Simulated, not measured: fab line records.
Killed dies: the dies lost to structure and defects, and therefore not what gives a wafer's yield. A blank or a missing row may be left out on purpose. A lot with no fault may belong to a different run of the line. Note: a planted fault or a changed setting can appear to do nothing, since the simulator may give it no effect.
A struck lot beside a sound one | flow nand-harc | 15 out of 1302 route steps
Sound: these wafers, L341.1, L341.2, L341.5. Struck: wafer L333.5 (left out: L333.1, L333.3 of the same lot, which were not struck); the cause appears at the end.
At each step with rows: each side's tool, then ch and its chambers, then its first start. Under that, the readings that differ: sound wafers | struck wafers | difference of the means | sigmas: that difference in standard deviations of wafers without a fault.
alike: a reading whose means differ by less than 2 such deviations, as well as words and numbers matching on both sides. not compared: withheld readings; readings where some wafer has no value; bounds like >300 that might hide an equal value; numbers whose values overlap and for which the record gives no deviation.
A row with sigmas, a row that says differs or no value, or rows on one side alone: a step with any of these is where the two part. When numbers do not overlap yet have no deviation, they are printed without sigmas and do not part them. A reading that every wafer of one side lacks parts them only if that side has two wafers or more.

NHARC_A_M0_OVL_MEAS_10: pitch 160 nm.
  sound: overlay-01 at day 29 23:22; struck: overlay-02 at day 26 21:46
  alike: overlay-x-nm, overlay-y-nm
NHARC_A_M0_INSPECT_11:
  sound: defect-inspect-02 at day 29 23:25; struck: defect-inspect-02 at day 26 21:49
  alike: raw-defect-count
then, 1 step without rows for these wafers: NHARC_A_M0_DESCUM_14 (chemistry O2, time 3 s).
NHARC_A_M0_ETCH_34: etches the open film in N2/H2, target depth 40 nm, overetch 12 nm, time 43.94 s.
  sound on rie-diel-09 ch 1,2, day 29 23:33; struck on rie-diel-08 ch 0, day 26 21:58
  alike: drypump-motor-current-A, oes-product-au, rf-vpp-V, showerhead-plenum-p-Torr, throttle-valve-pct
  not compared: rf-hours-counter-h
then, 1 step without rows for these wafers: NHARC_A_M0_ETCH_15 (etches the open film in C4F8/Ar, target depth 150 nm, overetch 15 nm, time 82.5 s).
NHARC_A_M0_CD_MEAS_16:
  sound: cd-sem-02 at day 29 23:46; struck: cd-sem-01 at day 26 22:13
  alike: cd-nm
NHARC_A_M0_STRIP_18: strips in N2/H2.
  sound on rie-diel-08 ch 2,3, day 29 23:52; struck on rie-diel-09 ch 1, day 26 22:19
  alike: drypump-motor-current-A, oes-product-au, rf-vpp-V, showerhead-plenum-p-Torr, throttle-valve-pct
  not compared: rf-hours-counter-h
then, 1 step without rows for these wafers: NHARC_A_M0_STRIP_19 (strips in post etch residue remover, time 600 s).
NHARC_A_M0_DEGAS_28: time 60 s.
  sound: pvd-sputter-02 at day 30 00:23; struck: pvd-sputter-02 at day 26 22:50
  alike: heater-power-w
NHARC_A_M0_PRE_CLEAN_29: time 30 s.
  sound on pvd-sputter-02; struck on pvd-sputter-02
  alike: heater-power-w
then, 1 step without rows for these wafers: NHARC_A_M0_PVD_20 (deposits TaN, target thk 5 nm, time 8.06 s).
NHARC_A_M0_PVD_21: deposits Cu, target thk 30 nm, time 20.49 s.
  sound on pvd-sputter-02; struck on pvd-sputter-02
  alike: throttle-valve-pct
NHARC_A_M0_ECD_22: material Cu, target thk 400 nm.
  sound on ecd-cu-01 ch 0,1, day 30 00:45; struck on ecd-cu-01 ch 0,1, day 26 23:11
then, 1 step without rows for these wafers: NHARC_A_M0_ANNEAL_30 (time 90 s).
NHARC_A_M0_CMP_23: polishes, t overpolish 20 s, target thk 113.75 nm.
  sound on cmp-04 ch 0,1,3, day 30 01:31; struck on cmp-02 ch 0, day 27 00:00
  reading                | sound          | struck | difference | sigmas
  time-to-endpoint-s (s) | 28.6 32.1 31.1 | 14.9   | -15.7      | -6
  alike: motor-current-A, slurry-filter-dp-kPa

## WHERE THEY PART
Only at NHARC_A_M0_CMP_23, within this record.

WHY: what the simulator had put in
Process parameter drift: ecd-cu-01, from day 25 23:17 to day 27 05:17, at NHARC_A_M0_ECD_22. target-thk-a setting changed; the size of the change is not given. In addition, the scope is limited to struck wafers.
